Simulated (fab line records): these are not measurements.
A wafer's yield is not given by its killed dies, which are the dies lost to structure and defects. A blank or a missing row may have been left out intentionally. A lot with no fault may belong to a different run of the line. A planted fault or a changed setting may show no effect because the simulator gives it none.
Chamber matching + flow n5 finfet + 4 sister chambers for N5_BEOL_M10_ETCH_62 on rie diel-02
The step etches SOC in N2/H2, target depth 110 nm, overetch 22 nm, time 165 s. 14 wafers are shown with their chamber, then 7 later ones without.

WAFERS, EACH WITH ITS CHAMBER
| wafer  | chamber | showerhead plenum p Torr (Torr) | throttle valve pct (%) | oes product au (a.u.) |
|--------|---------|---------------------------------|------------------------|-----------------------|
| L077.1 | 3       | 2.43                            | 18.04                  | 0.64                  |
| L077.4 | 2       | 2.67                            | 18.07                  | 0.66                  |
| L077.6 | 3       | 2.43                            | 18.07                  | 0.64                  |
| L090.3 | 3       | 2.41                            | 18.12                  | 0.61                  |
| L090.5 | 0       | 2.72                            | 17.40                  | 0.83                  |
| L090.6 | 3       | 2.41                            | 18.13                  | 0.62                  |
| L095.4 | 1       | 2.61                            | 17.96                  | 0.58                  |
| L095.5 | 2       | 2.64                            | 18.14                  | 0.62                  |
| L095.6 | 1       | 2.61                            | 17.96                  | 0.58                  |
| L091.1 | 2       | 2.64                            | 18.15                  | 0.62                  |
| L091.2 | 3       | 2.41                            | 18.14                  | 0.60                  |
| L091.3 | 0       | 2.72                            | 17.41                  | 0.80                  |
| L092.1 | 2       | 2.64                            | 18.15                  | 0.62                  |
| L092.2 | 3       | 2.41                            | 18.13                  | 0.60                  |

SIGNATURES (averages over the wafers above)
| reading                  | chamber 0 | chamber 1 | chamber 2 | chamber 3 | scatter within a chamber |
|--------------------------|-----------|-----------|-----------|-----------|--------------------------|
| showerhead plenum p Torr | 2.7200    | 2.6100    | 2.6475    | 2.4167    | 0.011                    |
| throttle valve pct       | 17.4050   | 17.9600   | 18.1275   | 18.1050   | 0.0356                   |
| oes product au           | 0.8150    | 0.5800    | 0.6300    | 0.6183    | 0.0183                   |
Rule: a wafer lies at a distance from a chamber equal to the root of the sum of squares, over the readings, of (its reading less the chamber's mean, divided by the reading's scatter). The wafer belongs to the nearest chamber; if the next one is less than 2 further off, it can't be placed. The scatter: take each reading less its chamber's mean, square it, sum over the shown wafers, divide by the number of wafers less the number of chambers, and take the root.

WAFERS MISSING THEIR CHAMBER
| wafer  | showerhead plenum p Torr (Torr) | throttle valve pct (%) | oes product au (a.u.) |
|--------|---------------------------------|------------------------|-----------------------|
| L092.5 | 2.64                            | 18.15                  | 0.62                  |
| L089.1 | 2.40                            | 18.15                  | 0.61                  |
| L089.2 | 2.71                            | 17.45                  | 0.78                  |
| L089.3 | 2.64                            | 18.16                  | 0.62                  |
| L093.1 | 2.61                            | 17.52                  | 0.83                  |
| L093.4 | 2.71                            | 17.44                  | 0.78                  |
| L093.5 | 2.71                            | 17.43                  | 0.78                  |

WHICH CHAMBER EACH ONE RAN IN
| wafer  | from the rows above | in truth                   |
|--------|---------------------|----------------------------|
| L092.5 | 2                   | 2                          |
| L089.1 | 3                   | 3                          |
| L089.2 | 0                   | 0                          |
| L089.3 | 2                   | 2                          |
| L093.1 | 0                   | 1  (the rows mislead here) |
| L093.4 | 0                   | 0                          |
| L093.5 | 0                   | 0                          |
6 of 7 placed correctly. Can't be placed from these rows: 0. 1 placed wrongly.
